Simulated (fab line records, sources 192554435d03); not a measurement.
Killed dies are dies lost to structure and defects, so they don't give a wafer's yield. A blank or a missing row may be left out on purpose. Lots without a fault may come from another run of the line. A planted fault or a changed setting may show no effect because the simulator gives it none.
fab line records | flow n5_finfet
record lots=5 wafers=15 last_day=24
route steps=1938 shown MOL_CONTACT_COAG@577 BEOL_M4@1111 PASSIVATION@1936
lots that met no fault: from a run of the same line without faults
start_h: hours from the record's first day to the start of the lot's first wafer shown | wait_h: hours since the lot's step before | " the same as in the row above | L1.1+2: a row that stands for several wafers | - no value, or no start given | * or withheld: withheld | < > ~ a bound
route shown NAME@n: a module of which the file shows steps, and the number in the route of the first | usual: mean/standard deviation of fault-free wafers | same: alike in all rows | chamber/n: place in a boat | sites: the reading at each site | _std_site: their standard deviation | _edge_site: outer sites' mean less inner sites' | radius_mm: how far each site lies from the wafer's centre | mask NAME#n: copy n | behind: the tool/chamber that last shaped the wafer | hold: why the lot was held/for how many hours/how that ended | device: the transistor (n, p or np) that didn't switch | end of line: the same wafers' tests at the end of the route | a step without rows: its recipe alone | killed: dies lost to structure and defects at the first sort, not the wafer's yield | map: a wafer's dies, x killed, . not, _ none there
set.NAME: the setting as run; set.NAME@STEP: as run at that earlier step | model.NAME: the simulator's own value behind a step, which no gauge read
lots at some steps of the route; a table a step, a row a wafer
## steps
# step N5_MOL_CONTACT_COAG_ETCH_89
# recipe chemistry=N2/H2 target=underlayer target_depth_a=130 mask_material=CAR-EUV time_s=10.4 ion_energy_ev=200 pressure_mtorr=30 source_w=840 bias_w=150 n2_flow_sccm=200 h2_flow_sccm=200 ends=cleared
# step N5_MOL_CONTACT_COAG_ETCH_90
# recipe chemistry=CF4 target=SiARC target_depth_a=130 mask_material=CAR-EUV time_s=21.7 ion_energy_ev=80 pressure_mtorr=40 source_w=545 bias_w=36 Ar_flow_sccm=100 cf4_flow_sccm=100 ends=cleared
# step N5_MOL_CONTACT_COAG_ALD_131
# recipe material=SiO2 target_thk_a=50 temp_c=100 ald_precursor_family=BDEAS ald_co_reactant=O2-plasma pulse_time_s=1 co_reactant_pulse_time_s=1 purge_time_s=2 co_reactant_purge_time_s=2 ald_cycles=35 pressure_torr=2
# step N5_MOL_CONTACT_COAG_ETCHBACK_132
# recipe chemistry=CHF3 target=SiO2 target_depth_a=100 time_s=6.7 ion_energy_ev=200 pressure_mtorr=30 source_w=610 bias_w=170 Ar_flow_sccm=200 CHF3_flow_sccm=50
# step N5_MOL_CONTACT_COAG_ETCH_91
# recipe chemistry=N2/H2 target=SOC target_depth_a=600 overetch_a=210 mask_material=SiARC temp_c=40 time_s=101.2 ion_energy_ev=200 pressure_mtorr=30 source_w=840 bias_w=150 n2_flow_sccm=200 h2_flow_sccm=200
# step N5_MOL_CONTACT_COAG_STRIP_92
# recipe chemistry=N2/H2 temp_c=40 n2_flow_sccm=200 h2_flow_sccm=200 rf_frequency_hz=6e+07
# step N5_MOL_CONTACT_COAG_STRIP_93
# recipe chemistry=N2/H2 temp_c=40 n2_flow_sccm=200 h2_flow_sccm=200 rf_frequency_hz=6e+07
# step N5_MOL_CONTACT_COAG_ETCHBACK_135
# recipe chemistry=CHF3 target=SiO2 target_depth_a=250 time_s=16.7 ion_energy_ev=200 pressure_mtorr=30 source_w=610 bias_w=170 Ar_flow_sccm=200 CHF3_flow_sccm=50
# step N5_MOL_CONTACT_COAG_STRIP_118
# recipe chemistry=CHF3 resist=SiARC rf_frequency_hz=6e+07
# step N5_MOL_CONTACT_COAG_VIA_ETCH_46
# recipe chemistry=C4F6/O2 target_depth_a=460 overetch_a=92 mask_material=SOC target=SiO2 bias_w=455 pressure_mtorr=10 time_s=40 source_w=325 Ar_flow_sccm=300 C4F6_flow_sccm=10 O2_flow_sccm=10 ion_energy_ev=575.3 ends=end_point
# step N5_MOL_CONTACT_COAG_STRIP_96
# recipe chemistry=N2/H2 power_w=500 temp_c=40 pressure_mtorr=50 rf_frequency_hz=6e+07 overash_fraction=0.3 bias_power_w=28 h2_frac=0.5 n2_flow_sccm=300 h2_flow_sccm=300
# step N5_MOL_CONTACT_COAG_ETCH_47
# recipe chemistry=CH3F/O2 target=SiNx target_depth_a=270 mask_material=SiO2 stop_on=W over_etch_frac=0.2 ion_energy_ev=120 endpoint=OES-CN pressure_mtorr=30 source_w=395 bias_w=73 Ar_flow_sccm=150 CH3F_flow_sccm=30 O2_flow_sccm=20 ends=end_point
# step N5_MOL_CONTACT_COAG_STRIP_119
# recipe chemistry=N2/H2 time_s=30 power_w=1000 temp_c=250 pressure_mtorr=withheld n2_flow_sccm=1750 h2_flow_sccm=3250
# usual drypump_motor_current_A=5.7/0.36 heater_power_w=368/24 temp_c=249.99/0.19
# columns lot.wafer tool chamber start_h wait_h drypump_motor_current_A heater_power_w rf_hours_counter_h temp_c
L484.1 plasma_asher-02 0 110.98 0.1 5.2 405 87 249.98
L484.3 " 1 " " 5.9 362 - 249.98
L484.5 " 0 " " 5.3 402 - 249.83
L493.2 plasma_asher-02 0 169.96 0.1 5.3 387 99 249.91
L493.3 " 1 " " 5.9 360 - 249.68
L493.6 " 0 " " 5.2 399 - 249.88
L495.1 plasma_asher-02 0 176.45 0.1 5.2 407 101 250.09
L495.3 " 0 " " 5.3 395 - 249.77
L495.5 " 1 " " 5.9 358 - 250.04
L496.1 plasma_asher-02 1 184.19 0.1 5.9 355 102 249.99
L496.2 " 0 " " 5.3 399 102 249.88
L496.6 " 1 " " 5.9 357 - 250.06
L504.3 plasma_asher-02 1 235.87 0.1 5.9 355 - 250.29
L504.4 " 0 " " 5.3 407 - 250.22
L504.5 " 1 " " 5.9 364 - 250.14
# step N5_MOL_CONTACT_COAG_PRECLEAN_144
# recipe chemistry=alkaline_clean temp_c=60 time_s=60 do_ppb=50
# step N5_MOL_CONTACT_COAG_SRD_145
# recipe dry=ipa_marangoni time_s=30 temp_c=23 rinse_liquid=diw
# step N5_MOL_CONTACT_COAG_COAT_62
# recipe resist=SOC temp_c=250 time_s=60 spin_rpm=1500 resist_thk_nm=60
# step N5_MOL_CONTACT_COAG_COAT_63
# recipe resist=SiARC temp_c=220 time_s=60 spin_rpm=1500 resist_thk_nm=10
# step N5_MOL_CONTACT_COAG_COAT_64
# recipe resist=underlayer temp_c=205 time_s=60 spin_rpm=1500 resist_thk_nm=10
# step N5_MOL_CONTACT_COAG_COAT_34
# recipe resist=CAR-EUV spin_rpm=1500 resist_thk_nm=40
# step N5_MOL_CONTACT_COAG_EBR_36
# recipe solvent=PGMEA ebr_width_mm=1.5
# step N5_MOL_CONTACT_COAG_SOFTBAKE_35
# recipe temp_c=110 time_s=60 resist=CAR-EUV
# step N5_MOL_CONTACT_COAG_EXPOSE_37
# recipe mask_id=VD na=0.33 source_shape=annular sigma_inner=0.3 sigma_outer=0.7 polarization=unpolarized defocus_nm=0 dose_mj=62
# step N5_MOL_CONTACT_COAG_PEB_38
# recipe peb_temp_c=100 peb_time_s=60 resist=CAR-EUV
# step N5_MOL_CONTACT_COAG_DEVELOP_39
# recipe develop_time_s=30 developer=TMAH resist=CAR-EUV rinse_liquid=surfactant_rinse dry=air_spin dev_temp_c=23
# step N5_MOL_CONTACT_COAG_INSPECT_42
# recipe mode=adi inspect_instrument=brightfield
# usual raw_defect_count=192/56
# columns lot.wafer tool chamber start_h wait_h raw_defect_count
L484.1 defect_inspect-01 - 111.53 0.1 223
L484.3 " - " " 356
L484.5 " - " " 365
L493.2 defect_inspect-01 - 170.55 0.0 909
L493.3 " - " " 913
L493.6 " - " " 827
L495.1 defect_inspect-01 - 177.13 0.1 924
L495.3 " - " " 887
L495.5 " - " " 978
L496.1 defect_inspect-02 - 184.74 0.1 819
L496.2 " - " " 806
L496.6 " - " " 853
L504.3 defect_inspect-01 - 236.44 0.0 169
L504.4 " - " " 184
L504.5 " - " " 262
# step N5_MOL_CONTACT_COAG_DESCUM_45
# recipe chemistry=O2 time_s=7 source_power_w=50 bias_power_w=20 pressure_mtorr=20 rf_frequency_hz=2.712e+07 temp_c=40 resist=CAR-EUV o2_flow_sccm=225
# step N5_BEOL_M4_RC_MEAS_101
# usual DIBL_N=35.8/1.6 DIBL_P=35.6/2 IOFF_N=0.15/0.031 IOFF_P=0.20/0.033 ION_N=668/12 ION_P=459/6.8 SS_N=71.4/0.53 SS_P=73.1/0.63 VT_N=250/3.5 VT_P=-251/3
# columns lot.wafer tool chamber start_h wait_h DIBL_N[mV/V] DIBL_P[mV/V] IOFF_N[nA/um] IOFF_P[nA/um] ION_N[uA/um] ION_P[uA/um] SS_N[mV/dec] SS_P[mV/dec] VT_N[mV] VT_P[mV]
L484.1 prober-01 0 371.44 0.0 34.5 34.6 0.14 0.19 667 460 70.7 72.5 249 -252
L484.3 " 0 " " 36.6 37.1 0.18 0.23 663 452 71.7 72.6 247 -250
L484.5 " 0 " " 36.8 36.0 0.17 0.21 672 456 72.3 73.0 246 -250
L493.2 prober-02 0 391.48 0.2 36.6 37.2 0.19 0.25 684 471 71.3 73.5 247 -246
L493.3 " 0 " " 36.4 37.6 0.17 0.25 670 465 71.8 73.6 251 -249
L493.6 " 0 " " 36.1 36.1 0.18 0.22 673 458 71.0 73.7 247 -251
L495.1 prober-02 0 399.25 0.0 33.8 34.9 0.15 0.20 676 460 71.1 73.0 249 -252
L495.3 " 0 " " 33.0 33.2 0.12 0.17 662 459 71.0 72.6 254 -253
L495.5 " 0 " " 33.8 35.7 0.15 0.20 669 456 71.3 73.3 250 -251
L496.1 prober-01 0 409.94 0.0 31.9 32.5 0.09 0.11 645 445 71.3 72.1 260 -260
L496.2 " 0 " " 38.2 41.1 0.21 0.22 674 452 72.9 74.2 247 -255
L496.6 " 0 " " 32.3 33.2 0.10 0.12 653 448 70.3 72.4 260 -261
L504.3 prober-02 0 461.74 0.3 35.2 33.4 0.12 0.17 656 451 71.1 72.3 255 -252
L504.4 " 0 " " 33.9 32.6 0.11 0.16 652 452 70.9 72.9 254 -252
L504.5 " 0 " " 34.2 32.9 0.12 0.17 680 466 71.2 72.5 252 -253
# step N5_PASSIVATION_PROBE_49
# usual defect_limited_yield=90.7/1.5 killed_at_M0_to_M3=38/11 killed_at_M4_up=15/5.5 killed_at_contacts=12/6 killed_at_front_end=41/11 killed_at_other=3.5/2.7 killed_dies=110/18 killed_open=72/13 killed_short=35/8.7 sort_bin_5_function=5.5/1.1 sort_bin_6_memory=3.4/0.63 sort_bin_8_speed=0.01/0.037 sort_n_pass=1070/18 sort_yield_pct=90.7/1.5
# same gross_dies=1180 killed_at_back_side=0 sort_bin_4_leakage[%]=0
# columns lot.wafer tool chamber start_h wait_h defect_limited_yield[%] killed_at_M0_to_M3 killed_at_M4_up killed_at_contacts killed_at_front_end killed_at_other killed_dies killed_open killed_short sort_bin_5_function[%] sort_bin_6_memory[%] sort_bin_8_speed[%] sort_n_pass sort_yield_pct[%]
L484.1 prober-01 - 496.24 0.0 89.9 43 11 15 48 2 119 78 41 5.3 4.2 0 1061 89.9
L484.3 prober-01 - 496.34 0.1 92.8 34 7 10 30 4 85 55 29 4.3 2.5 0 1095 92.8
L484.5 prober-01 - 496.44 0.2 90.0 59 12 11 36 0 118 91 26 6.5 3.5 0 1062 90.0
L493.2 prober-02 - 513.00 0.1 78.5 20 18 142 69 5 254 73 50 13.4 4.6 0 926 78.5
L493.3 prober-02 - 513.05 0.1 82.5 36 9 109 47 5 206 72 30 10.8 4.0 0 974 82.5
L493.6 prober-02 - 513.20 0.3 78.5 45 17 143 46 3 254 74 48 13.1 5.1 0 926 78.5
L495.1 prober-01 - 523.30 0.0 80.2 42 17 139 27 9 234 60 38 12.4 5.0 0 946 80.2
L495.3 prober-01 - 523.40 0.1 82.5 37 10 137 21 1 206 46 27 10.9 3.2 0 974 82.5
L495.5 prober-01 - 523.50 0.2 85.8 20 12 105 28 2 167 39 28 9.0 2.6 0 1013 85.8
L496.1 prober-02 - 535.93 0.0 83.4 27 15 104 47 3 196 59 40 10.3 3.6 0.08 983 83.3
L496.2 prober-02 - 535.98 0.1 80.6 33 13 130 48 5 229 75 29 12.5 4.2 0 951 80.6
L496.6 prober-02 - 536.18 0.3 82.6 30 22 115 38 0 205 65 38 10.8 3.2 0 975 82.6
L504.3 prober-01 - 576.76 0.1 94.7 26 8 2 22 4 62 42 19 3.1 2.1 0.08 1117 94.7
L504.4 prober-01 - 576.81 0.2 91.9 28 10 18 37 2 95 67 27 5.0 3.1 0 1085 91.9
L504.5 prober-01 - 576.86 0.2 91.5 35 15 14 34 2 100 67 33 5.2 3.2 0 1080 91.5
# killed by level:class
L484.1 MOL_CONTACT_COAG:geometric_particle:open=14 FIN_SAQP:geometric_particle:open=12 BEOL_M0_SAQP:geometric_particle:short=10 BEOL_M3:geometric_particle:open=9 FIN_SAQP:geometric_particle:short=8 BEOL_M4:geometric_particle:open=7 BEOL_M0:geometric_particle:open=5 BEOL_M2:geometric_particle:short=5
L484.3 BEOL_M2:geometric_particle:open=12 MOL_CONTACT_COAG:geometric_particle:open=8 BEOL_M0_SAQP:geometric_particle:open=6 STI_FIN_REVEAL:geometric_particle:open=5 DUMMY_GATE:geometric_particle:open=5 STI_FIN_REVEAL:geometric_particle:short=4 GATE_CUT:geometric_particle:short=4 GATE_CUT:geometric_particle:open=4
L484.5 BEOL_M2:geometric_particle:open=19 BEOL_M1:geometric_particle:open=12 MOL_CONTACT_COAG:geometric_particle:open=10 BEOL_M0_SAQP:geometric_particle:open=9 DUMMY_GATE:geometric_particle:open=8 BEOL_M3:geometric_particle:open=7 FIN_SAQP:geometric_particle:open=6 BEOL_M0_SAQP:geometric_particle:short=6
L493.2 MOL_CONTACT_COAG:unspecified=131 STI_FIN_REVEAL:geometric_particle:open=19 ILD0:geometric_particle:short=9 FIN_SAQP:geometric_particle:open=8 FIN_SAQP:geometric_particle:short=8 MOL_CONTACT_COAG:geometric_particle:open=7 BEOL_M4:geometric_particle:open=7 BEOL_M0_SAQP:geometric_particle:open=6
L493.3 MOL_CONTACT_COAG:unspecified=95 FIN_SAQP:geometric_particle:open=12 MOL_CONTACT_COAG:geometric_particle:open=12 BEOL_M2:geometric_particle:open=10 BEOL_M3:geometric_particle:open=9 HKMG_FIN:area_etch=8 FIN_SAQP:geometric_particle:short=6 BEOL_M1:geometric_particle:open=6
L493.6 MOL_CONTACT_COAG:unspecified=126 MOL_CONTACT_COAG:geometric_particle:open=12 BEOL_M0_SAQP:geometric_particle:open=11 STI_FIN_REVEAL:geometric_particle:open=10 BEOL_M0_SAQP:geometric_particle:short=10 BEOL_M3:geometric_particle:open=8 FIN_SAQP:geometric_particle:open=7 ILD0:geometric_particle:short=6
L495.1 MOL_CONTACT_COAG:unspecified=136 BEOL_M0_SAQP:geometric_particle:open=17 BEOL_M0_SAQP:geometric_particle:short=11 DUMMY_GATE:geometric_particle:open=8 BEOL_M1:geometric_particle:open=7 STI_FIN_REVEAL:geometric_particle:short=6 MIM_BOT:geometric_particle:short=6 STI_FIN_REVEAL:geometric_particle:open=4
L495.3 MOL_CONTACT_COAG:unspecified=132 BEOL_M0_SAQP:geometric_particle:open=7 BEOL_M3:geometric_particle:short=7 BEOL_M0_SAQP:geometric_particle:short=6 BEOL_M3:geometric_particle:open=6 BEOL_M2:geometric_particle:open=5 STI_FIN_REVEAL:geometric_particle:open=4 MOL_CONTACT_COAG:geometric_particle:open=4
L495.5 MOL_CONTACT_COAG:unspecified=100 STI_FIN_REVEAL:geometric_particle:open=9 BEOL_M4:geometric_particle:open=7 DUMMY_GATE:geometric_particle:open=4 BEOL_M0_SAQP:geometric_particle:open=4 BEOL_M2:geometric_particle:open=4 FIN_SAQP:geometric_particle:short=3 STI_FIN_REVEAL:geometric_particle:short=3
L496.1 MOL_CONTACT_COAG:unspecified=97 STI_FIN_REVEAL:geometric_particle:open=17 FIN_SAQP:geometric_particle:short=9 BEOL_M0_SAQP:geometric_particle:short=9 FIN_SAQP:geometric_particle:open=7 BEOL_M0_SAQP:geometric_particle:open=7 MOL_CONTACT_COAG:geometric_particle:open=6 BEOL_M4:geometric_particle:open=6
L496.2 MOL_CONTACT_COAG:unspecified=125 STI_FIN_REVEAL:geometric_particle:open=16 BEOL_M1:geometric_particle:open=10 BEOL_M4:geometric_particle:open=9 BEOL_M0_SAQP:geometric_particle:short=8 BEOL_M0_SAQP:geometric_particle:open=7 STARTING-WAFER:geometric_particle:open=6 FIN_SAQP:geometric_particle:short=5
L496.6 MOL_CONTACT_COAG:unspecified=102 BEOL_M4:geometric_particle:open=13 MOL_CONTACT_COAG:geometric_particle:open=11 BEOL_M0_SAQP:geometric_particle:short=8 FIN_SAQP:geometric_particle:short=7 FIN_SAQP:geometric_particle:open=7 ILD0:geometric_particle:open=7 STI_FIN_REVEAL:geometric_particle:open=7
L504.3 BEOL_M2:geometric_particle:open=6 BEOL_M0_SAQP:geometric_particle:open=4 BEOL_M0:geometric_particle:open=4 FIN_SAQP:geometric_particle:short=3 DUMMY_GATE:geometric_particle:open=3 SPACER0:geometric_particle:open=3 BEOL_M0_SAQP:geometric_particle:short=3 BEOL_M1:geometric_particle:open=3
L504.4 MOL_CONTACT_COAG:geometric_particle:open=16 BEOL_M2:geometric_particle:open=8 BEOL_M4:geometric_particle:open=8 FIN_SAQP:geometric_particle:short=6 STI_FIN_REVEAL:geometric_particle:open=6 GATE_CUT:geometric_particle:short=5 BEOL_M1:geometric_particle:open=5 STARTING-WAFER:geometric_particle:open=5
L504.5 MOL_CONTACT_COAG:geometric_particle:open=13 BEOL_M4:geometric_particle:open=9 BEOL_M2:geometric_particle:open=7 DUMMY_GATE:geometric_particle:open=6 SPACER0:geometric_particle:short=6 BEOL_M0_SAQP:geometric_particle:open=6 BEOL_M0_SAQP:geometric_particle:short=6 STI_FIN_REVEAL:geometric_particle:open=5
# map L493.2 (x killed, . not)
_________________....x.......________________
______________.................._____________
___________x..x..x.....x...........__________
__________.............x..x.x......._________
________.............x...x............_______
_______.....x......x.......x....x..xxx.______
______...x...x...........x...x.x..xx...._____
_____...x.x...x.x.................x......____
____.....x......x.........................___
___...............xx....xx.........x..xx...__
___..........xxxx.xx.xxxxxx................__
__x........x....xxxxxxxx.xx.......x......x.._
__x.x........x.xxxxxxxxxx................x.._
_....x.........xxxxxxxxxxxx.x.......x........
_.x........x.x.xxxxxxxxxxxx.x..............x.
_....x.......x.xxxxxxxxxxxxx.................
_....x.......xxxxxxxxxxxxxxx..x..............
_.x....x....x.xxxxxxxxxxxxx.xx.....x.........
_.............x.x.xxxxxxxxx............x.....
_..x....x.x.....x.xxxxx.x...............x...x
_.....x....xx..xxxxxxxxxx.....x.x............
__.......x.........xx...............x..x...x_
__..................x.xx...x......x.x..x...._
___....x...x....................x..........__
___..x...xx...................x.x.....x....__
____.x.........x.......x.x..x.......x.....___
_____......x.............x.....x...xxx...____
______x.......................x....x...._____
_______.........x.x...x.....x..........______
________..........................x..._______
__________....x...........x....xx..._________
___________xx..........xx.....x....__________
______________..............xx.x_____________
_________________............________________
# map L495.1 (x killed, . not)
_________________....x.......________________
______________.......x.........._____________
___________.x...x.........x........__________
__________........................x._________
________x....x....................x.x._______
_______x.......................xx......______
______.............................x...._____
_____...x...........x.......xx....x.x....____
____...........x...x....x.........x......x___
___x............x..x.x.................x...__
___.............xx.xxxxxxx..x..............__
__.............xxxxxxxxxx.xx.x.............._
__...........xx.xxxxxxxxxxxx.x...x.x.x....x._
_......x.....x.xxxxxxxxxxxxxx................
_..............xxxxxxxxxxxxxx..x..........x.x
_............xx.xxxxxxxxxxx.x.....x........x.
_...........xx.xxxxxxxxxxxxx.............x...
_..x...........xxxxxxxxxxxxxxxx..x........x..
_x..x...........xxxxxxxxxxxx.x....x........xx
_..x....x......xxxx.x.xx.xxx...x.............
_...........x..x..x.xxx..x.........x.....x..x
__x................x..x.............x......._
__.x..x...............x..x............x....._
___.........x.x.x...............x..........__
___........x.........................xx....__
____......................x.x...x.....x...___
_____..x....................x..........x.____
______..............x......x...x........_____
_______.....x...x....................x.______
________x.......x....................._______
__________.x................x......._________
___________.....x.....x............__________
______________...x.............._____________
_________________.........x..________________
## key
first_sign step=N5_MOL_CONTACT_COAG_INSPECT_42 reading=raw_defect_count direction=up sigmas=12 usual=192 struck=880
effect step=N5_PASSIVATION_PROBE_49 reading=killed_at_contacts direction=up sigmas=19 usual=12 struck=125
more_kills_born_at N5_MOL_CONTACT_COAG_STRIP_119@plasma_asher-02=1044
met_at N5_MOL_CONTACT_COAG_STRIP_119
struck_wafers L493.2,L493.3,L493.6,L495.1,L495.3,L495.5,L496.1,L496.2,L496.6
onset_between 110.98 169.96
fault kind=chamber_particle_source tool=plasma_asher-02 chamber=- onset_h=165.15 steps=N5_MOL_CONTACT_COAG_STRIP_119 rate_per_visit_cm2=1.0677 end_h=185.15
